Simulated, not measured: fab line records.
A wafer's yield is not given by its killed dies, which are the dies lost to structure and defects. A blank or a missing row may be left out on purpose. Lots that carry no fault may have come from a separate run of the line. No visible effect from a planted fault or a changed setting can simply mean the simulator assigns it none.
Chamber matching	flow n5 finfet	N5_BEOL_M10_DESCUM_33 on rie diel-02 has 3 sister chambers
The step chemistry O2, time 7.9 s. 14 wafers are shown with their chamber, then 7 later ones without.

== WAFERS, EACH WITH ITS CHAMBER ==
wafer	chamber	drypump motor current A (A)	o2 flow sccm (sccm)	oes product au (a.u.)
L076.2	0	5.69	224.7	0.70
L076.3	3	5.77	225.1	0.90
L076.6	3	5.74	225.6	0.90
L078.1	2	5.67	225.6	0.69
L078.5	2	5.70	224.9	0.69
L078.6	3	5.76	226.0	0.89
L087.1	0	5.67	223.9	0.67
L087.2	2	5.66	226.8	0.97
L087.3	3	5.74	224.6	0.85
L090.2	2	5.68	225.1	0.92
L090.3	3	5.73	224.2	0.84
L090.5	2	5.68	224.0	0.92
L094.2	0	5.69	224.5	0.97
L094.4	3	5.74	225.4	0.84

SIGNATURES (means of the wafers above)
reading	chamber 0	chamber 2	chamber 3	scatter within a chamber
drypump motor current A	5.6833	5.6780	5.7467	0.0144
o2 flow sccm	224.367	225.280	225.150	0.784
oes product au	0.7800	0.8380	0.8700	0.11
Rule: distance of a wafer from a chamber = root of the sum over the readings of ((wafer's reading minus chamber's mean) / reading's scatter) squared. The wafer belongs to the nearest chamber; if the next one is less than 2 further off, it can't be placed. How the scatter is found: for the shown wafers, subtract from each reading the mean of its chamber, square and add these, divide the total by (wafers less chambers), then take the root.

== WAFERS WHOSE CHAMBER IS MISSING ==
wafer	drypump motor current A (A)	o2 flow sccm (sccm)	oes product au (a.u.)
L094.6	5.68	224.9	0.89
L095.1	5.73	225.4	0.83
L095.2	5.68	224.8	0.96
L095.4	5.66	226.2	0.90
L097.2	5.74	225.3	0.83
L097.5	5.70	225.3	0.96
L097.6	5.73	225.2	0.83

== THE CHAMBER EACH PASSED THROUGH ==
wafer	from the rows above	in truth
L094.6	can't be placed: 2 or 0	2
L095.1	3	3
L095.2	can't be placed: 2 or 0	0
L095.4	can't be placed: 2 or 0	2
L097.2	3	3
L097.5	can't be placed: 2 or 0 or 3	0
L097.6	3	3
Placed correctly: 3 of 7. From these rows, 4 cannot be placed; in 4 the true chamber is one of the candidates. 0 placed wrongly.
